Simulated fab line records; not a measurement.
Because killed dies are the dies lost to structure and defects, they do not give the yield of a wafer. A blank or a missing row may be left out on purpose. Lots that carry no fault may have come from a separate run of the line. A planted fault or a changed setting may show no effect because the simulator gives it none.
Matching of chambers / flow n5_finfet / ald_sin-01 running N5_GATE_CUT_ALD_22: 4 sister chambers
The step deposits SiNx, target thk 16 nm, pulse time 1 s, ald cycles 320. 18 wafers are shown with their chamber, then 9 later ones without.

## WAFERS WITH THEIR CHAMBER
wafer=L078.1; chamber=1; heater_power_w (W)=592; precursor_pulse_height_rel=0.986
wafer=L078.3; chamber=0; heater_power_w (W)=932; precursor_pulse_height_rel=0.977
wafer=L078.6; chamber=2; heater_power_w (W)=728; precursor_pulse_height_rel=1.011
wafer=L080.3; chamber=0; heater_power_w (W)=944; precursor_pulse_height_rel=1.017
wafer=L080.4; chamber=1; heater_power_w (W)=604; precursor_pulse_height_rel=0.997
wafer=L080.5; chamber=2; heater_power_w (W)=738; precursor_pulse_height_rel=0.984
wafer=L085.1; chamber=1; heater_power_w (W)=601; precursor_pulse_height_rel=0.973
wafer=L085.3; chamber=0; heater_power_w (W)=953; precursor_pulse_height_rel=0.994
wafer=L085.4; chamber=3; heater_power_w (W)=1107; precursor_pulse_height_rel=1.026
wafer=L086.1; chamber=2; heater_power_w (W)=720; precursor_pulse_height_rel=0.979
wafer=L086.3; chamber=3; heater_power_w (W)=1057; precursor_pulse_height_rel=0.960
wafer=L086.5; chamber=0; heater_power_w (W)=947; precursor_pulse_height_rel=0.976
wafer=L090.1; chamber=0; heater_power_w (W)=915; precursor_pulse_height_rel=1.018
wafer=L090.2; chamber=3; heater_power_w (W)=1087; precursor_pulse_height_rel=1.002
wafer=L090.3; chamber=1; heater_power_w (W)=572; precursor_pulse_height_rel=1.008
wafer=L091.1; chamber=1; heater_power_w (W)=559; precursor_pulse_height_rel=1.012
wafer=L091.3; chamber=2; heater_power_w (W)=779; precursor_pulse_height_rel=0.978
wafer=L091.6; chamber=3; heater_power_w (W)=1074; precursor_pulse_height_rel=0.987

SIGNATURES, as means of the wafers listed above
reading=heater_power_w; chamber 0=938.20; chamber 1=585.60; chamber 2=741.25; chamber 3=1081.25; scatter within a chamber=20.4
reading=precursor_pulse_height_rel; chamber 0=0.99640; chamber 1=0.99520; chamber 2=0.98800; chamber 3=0.99375; scatter within a chamber=0.0202
Rule: a wafer lies at a distance from a chamber equal to the root of the sum of squares, over the readings, of (its reading less the chamber's mean, divided by the reading's scatter). The wafer belongs to the nearest chamber; if the next one is less than 2 further off, it can't be placed. The scatter: the root of (the sum of the squares of (reading less its chamber's mean) over the shown wafers, divided by (wafers less chambers)).

## WAFERS WITHOUT THEIR CHAMBER
wafer=L092.1; heater_power_w (W)=1099; precursor_pulse_height_rel=1.019
wafer=L092.4; heater_power_w (W)=917; precursor_pulse_height_rel=0.966
wafer=L092.6; heater_power_w (W)=563; precursor_pulse_height_rel=0.973
wafer=L093.3; heater_power_w (W)=776; precursor_pulse_height_rel=1.006
wafer=L093.4; heater_power_w (W)=592; precursor_pulse_height_rel=1.003
wafer=L093.5; heater_power_w (W)=772; precursor_pulse_height_rel=0.983
wafer=L095.1; heater_power_w (W)=762; precursor_pulse_height_rel=0.973
wafer=L095.2; heater_power_w (W)=942; precursor_pulse_height_rel=0.981
wafer=L095.5; heater_power_w (W)=768; precursor_pulse_height_rel=0.998

## WHICH CHAMBER EACH WENT THROUGH
wafer=L092.1; from the rows above=3; in truth=3
wafer=L092.4; from the rows above=0; in truth=0
wafer=L092.6; from the rows above=1; in truth=1
wafer=L093.3; from the rows above=2; in truth=2
wafer=L093.4; from the rows above=1; in truth=1
wafer=L093.5; from the rows above=2; in truth=2
wafer=L095.1; from the rows above=2; in truth=2
wafer=L095.2; from the rows above=0; in truth=0
wafer=L095.5; from the rows above=2; in truth=2
9 of 9 placed correctly. Number that these rows cannot place: 0. 0 placed wrongly.
